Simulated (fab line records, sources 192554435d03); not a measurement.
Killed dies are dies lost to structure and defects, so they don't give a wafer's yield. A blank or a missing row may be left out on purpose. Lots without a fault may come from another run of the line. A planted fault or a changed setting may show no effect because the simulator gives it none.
Chamber matching | flow n5_finfet | N5_MOL_CONTACT_COAG_DESCUM_45 on rie_diel-06: 4 sister chambers
The step chemistry O2, time 7 s. 8 wafers are shown with their chamber, then 8 later ones without.

WAFERS WITH THEIR CHAMBER
wafer  | chamber | showerhead_plenum_p_Torr (Torr) | oes_product_au (a.u.)
L075.2 | 0       | 2.08                            | 0.71
L080.6 | 0       | 2.08                            | 0.71
L082.1 | 3       | 2.04                            | 0.95
L082.3 | 2       | 2.21                            | 0.94
L082.6 | 2       | 2.21                            | 0.94
L084.2 | 3       | 2.04                            | 0.94
L084.5 | 1       | 2.17                            | 0.69
L092.2 | 1       | 2.16                            | 0.67

WAFERS WITHOUT THEIR CHAMBER
wafer  | showerhead_plenum_p_Torr (Torr) | oes_product_au (a.u.)
L092.4 | 2.21                            | 0.90
L092.5 | 2.21                            | 0.90
L093.1 | 2.04                            | 0.90
L093.4 | 2.21                            | 0.88
L093.6 | 2.16                            | 0.69
L097.3 | 2.16                            | 0.67
L097.4 | 2.07                            | 0.70
L097.5 | 2.16                            | 0.67

WHICH CHAMBER EACH WENT THROUGH
wafer  | from the rows above | in truth
L092.4 | 2                   | 2
L092.5 | 2                   | 2
L093.1 | 3                   | 3
L093.4 | 2                   | 2
L093.6 | 1                   | 1
L097.3 | 1                   | 1
L097.4 | 0                   | 0
L097.5 | 1                   | 1
Placed correctly: 8 of 8. Can't be placed from these rows: 0. Placed wrongly: 0.
How it was worked out, from the rows above alone: a wafer's distance from a chamber is the root of the sum, over the readings, of the square of ((its reading less the chamber's mean) divided by the reading's scatter). The wafer belongs to the nearest chamber; if the next one is less than 2 further off, it can't be placed. A chamber's mean is the mean of its shown wafers. The scatter: the root of (the sum of the squares of (reading less its chamber's mean) over the shown wafers, divided by (wafers less chambers)).
